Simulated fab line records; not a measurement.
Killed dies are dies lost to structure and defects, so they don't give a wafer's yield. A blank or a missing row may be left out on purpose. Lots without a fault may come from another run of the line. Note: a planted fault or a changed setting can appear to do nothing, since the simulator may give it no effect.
Comparing a struck lot with a sound one    flow nand_harc    13 steps out of a route of 1302
Sound: wafers L602.2, L602.3, L602.6. Wafers L607.2, L607.3, L607.5 were the ones struck. The cause comes at the end.
Per side, at each step with rows, come the tool, then ch with its chambers, and then its first start. Under that, the readings that differ: sound wafers    struck wafers    difference of the means    sigmas: that difference in standard deviations of wafers without a fault.
alike: a reading whose means differ by less than 2 such deviations, as well as words and numbers matching on both sides. not compared: withheld readings; readings where some wafer has no value; bounds like >300 that might hide an equal value; numbers whose values overlap and for which the record gives no deviation.
A row with sigmas, a row that says differs or no value, or rows on one side alone: a step with any of these is where the two part. Numbers that don't overlap but have no deviation are shown without sigmas and don't part them. Lack of a reading on every wafer of one side parts them only where that side has two or more wafers.

NHARC_A_ONON_D2_THK_MEAS_34: measures by ellipsometry.
  struck on film_metro-02, day 18 00:28; sound on film_metro-01, day 16 14:34
  alike: thk_nm
NHARC_A_ONON_D2_INSPECT_32:
  struck on defect_inspect-01, day 18 00:32; sound on defect_inspect-02, day 16 14:38
  alike: raw_defect_count
NHARC_A_CHANNEL_HOLE_D2_DEP_00: deposits aC, target thk 3100 nm.
  sound on acl_dep-03 ch 0, day 16 18:32; struck on acl_dep-03 ch 0, day 18 01:56
  alike: throttle_valve_pct
NHARC_A_CHANNEL_HOLE_D2_DEP_01: deposits SiON, target thk 140 nm.
  sound on pecvd-03 ch 0,2, day 16 20:08; struck on pecvd-04 ch 0,2, day 18 03:32
reading                   sound        struck       difference  sigmas
heater_power_outer_w (W)  380 445 385  609 492 620  +170        +3
heater_power_w (W)        618 809 602  940 785 952  +216        +2
then, 7 steps without rows for these wafers: NHARC_A_CHANNEL_HOLE_D2_DEHYDRATE_02 (time 120 s); NHARC_A_CHANNEL_HOLE_D2_HMDS_03 (time 30 s); NHARC_A_CHANNEL_HOLE_D2_COAT_36 (time 75 s); NHARC_A_CHANNEL_HOLE_D2_COAT_37 (time 65 s); NHARC_A_CHANNEL_HOLE_D2_COAT_04 (resist thk 90 nm); NHARC_A_CHANNEL_HOLE_D2_SOFTBAKE_05 (time 55 s); NHARC_A_CHANNEL_HOLE_D2_EBR_06.
NHARC_A_CHANNEL_HOLE_D2_EXPOSE_07: exposes mask HOLE D2, target cd 100 nm.
  sound on arfi_scanner-01 ch 0, day 16 20:36; struck on arfi_scanner-03, day 18 03:59
  no value came back on the struck wafers for exposure_dose_mJ_cm2, focus_offset_nm (nm), stage_vel_mm_s (mm/s); on the sound wafers exposure_dose_mJ_cm2 reads 59.47 59.47 59.50
  alike: mask
then, 1 step without rows for these wafers: NHARC_A_CHANNEL_HOLE_D2_PEB_08 (peb time 65 s).

## WHERE THEY PART
Last at NHARC_A_CHANNEL_HOLE_D2_EXPOSE_07 as far as this record goes, first at NHARC_A_CHANNEL_HOLE_D2_DEP_01.

WHY: what the simulator had put in
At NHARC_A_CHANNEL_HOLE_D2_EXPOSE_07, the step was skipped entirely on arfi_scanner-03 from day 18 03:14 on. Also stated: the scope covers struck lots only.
